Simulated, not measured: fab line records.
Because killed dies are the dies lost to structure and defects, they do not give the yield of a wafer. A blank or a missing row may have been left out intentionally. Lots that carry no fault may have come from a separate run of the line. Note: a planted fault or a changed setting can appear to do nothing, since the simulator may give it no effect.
Chamber matching | flow nand harc | NHARC_A_CHANNEL_FILL_D2_STRIP_28 on rie diel-12: 4 sister chambers
The step strips in O2, time 20 s. 22 wafers are shown with their chamber, then 11 later ones without.

== WAFERS, EACH WITH ITS CHAMBER ==
wafer  | chamber | showerhead plenum p Torr (Torr) | oes product au (a.u.) | o2 flow sccm (sccm)
L074.1 | 1       | 3.75                            | 1.005                 | 497.8
L074.2 | 0       | 3.66                            | 0.995                 | 501.0
L074.6 | 1       | 3.75                            | 1.009                 | 498.9
L076.1 | 2       | 3.65                            | 1.021                 | 499.9
L076.4 | 3       | 3.67                            | 1.006                 | 500.5
L076.5 | 2       | 3.65                            | 1.029                 | 499.8
L081.1 | 1       | 3.75                            | 1.007                 | 498.6
L081.4 | 1       | 3.75                            | 0.996                 | 501.0
L081.5 | 0       | 3.65                            | 0.991                 | 498.5
L082.3 | 2       | 3.65                            | 1.014                 | 499.2
L082.4 | 1       | 3.75                            | 1.017                 | 499.6
L082.5 | 2       | 3.65                            | 1.016                 | 499.2
L084.1 | 2       | 3.65                            | 1.011                 | 499.5
L084.4 | 0       | 3.65                            | 0.998                 | 500.0
L084.5 | 3       | 3.67                            | 0.984                 | 505.2
L086.1 | 1       | 3.75                            | 1.008                 | 501.3
L086.3 | 0       | 3.65                            | 0.995                 | 499.6
L086.4 | 3       | 3.67                            | 1.002                 | 501.4
L088.2 | 1       | 3.75                            | 1.013                 | 499.5
L088.5 | 2       | 3.65                            | 1.009                 | 500.5
L088.6 | 3       | 3.67                            | 1.000                 | 499.3
L093.1 | 0       | 3.65                            | 0.991                 | 500.9

SIGNATURES (means of the wafers above)
reading                  | chamber 0 | chamber 1 | chamber 2 | chamber 3 | scatter within a chamber
showerhead plenum p Torr | 3.6520    | 3.7500    | 3.6500    | 3.6700    | 0.00211
oes product au           | 0.99400   | 1.00786   | 1.01667   | 0.99800   | 0.00686
o2 flow sccm             | 500.000   | 499.529   | 499.683   | 501.600   | 1.38
Rule: distance of a wafer from a chamber = root of the sum over the readings of ((wafer's reading minus chamber's mean) / reading's scatter) squared. The wafer belongs to the nearest chamber; if the next one is less than 2 further off, it can't be placed. The scatter: the root of (the sum of the squares of (reading less its chamber's mean) over the shown wafers, divided by (wafers less chambers)).

== WAFERS WITHOUT THEIR CHAMBER ==
wafer  | showerhead plenum p Torr (Torr) | oes product au (a.u.) | o2 flow sccm (sccm)
L093.2 | 3.65                            | 1.000                 | 500.7
L093.5 | 3.67                            | 0.994                 | 499.6
L094.1 | 3.75                            | 1.015                 | 501.4
L094.2 | 3.65                            | 0.984                 | 502.7
L094.3 | 3.65                            | 0.999                 | 499.6
L095.1 | 3.67                            | 1.002                 | 500.1
L095.2 | 3.65                            | 1.007                 | 501.2
L095.6 | 3.67                            | 1.003                 | 498.7
L096.1 | 3.75                            | 1.012                 | 501.1
L096.4 | 3.65                            | 0.993                 | 499.4
L096.6 | 3.75                            | 1.006                 | 498.4

== CHAMBER TAKEN BY EACH ==
wafer  | from the rows above     | in truth
L093.2 | can't be placed: 0 or 2 | 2
L093.5 | 3                       | 3
L094.1 | 1                       | 1
L094.2 | 0                       | 0
L094.3 | can't be placed: 0 or 2 | 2
L095.1 | 3                       | 3
L095.2 | can't be placed: 2 or 0 | 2
L095.6 | 3                       | 3
L096.1 | 1                       | 1
L096.4 | 0                       | 0
L096.6 | 1                       | 1
8 of 11 placed correctly. Not placeable from these rows: 3 (in 3, the candidates include the true chamber). Wrongly placed: 0.
